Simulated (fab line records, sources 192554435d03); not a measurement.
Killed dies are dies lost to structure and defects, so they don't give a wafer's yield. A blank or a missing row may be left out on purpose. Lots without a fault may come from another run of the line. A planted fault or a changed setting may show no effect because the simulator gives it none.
Chamber matching | flow n5_finfet | N5_BEOL_M9_ILD_DEP_00 on pecvd-02: 3 sister chambers
The step deposits SiCOH lowk from DEMS/porogen, target thk 308.51 nm, time 58 s. 3 wafers are shown with their chamber, then 6 later ones without.

WAFERS WITH THEIR CHAMBER
wafer  | chamber | showerhead_vpp_V (V)
L194.6 | 2       | 1249
L202.4 | 0       | 1505
L202.6 | 1       | 1547

WAFERS WITHOUT THEIR CHAMBER
wafer  | showerhead_vpp_V (V)
L205.4 | 1241
L205.5 | 1486
L205.6 | 1552
L207.2 | 1260
L207.3 | 1557
L207.6 | 1239

WHICH CHAMBER EACH WENT THROUGH
wafer  | from the rows above | in truth
L205.4 | 2                   | 2
L205.5 | 0                   | 0
L205.6 | 1                   | 1
L207.2 | 2                   | 2
L207.3 | 1                   | 1
L207.6 | 2                   | 2
Placed correctly: 6 of 6. Can't be placed from these rows: 0. Placed wrongly: 0.
How it was worked out, from the rows above alone: a wafer's distance from a chamber is the root of the sum, over the readings, of the square of ((its reading less the chamber's mean) divided by the reading's scatter). The wafer belongs to the nearest chamber; if the next one is less than 2 further off, it can't be placed. A chamber's mean is the mean of its shown wafers. The scatter: with one shown wafer a chamber, the root of the mean of the squares of how far each hidden wafer lies from its nearest shown one.
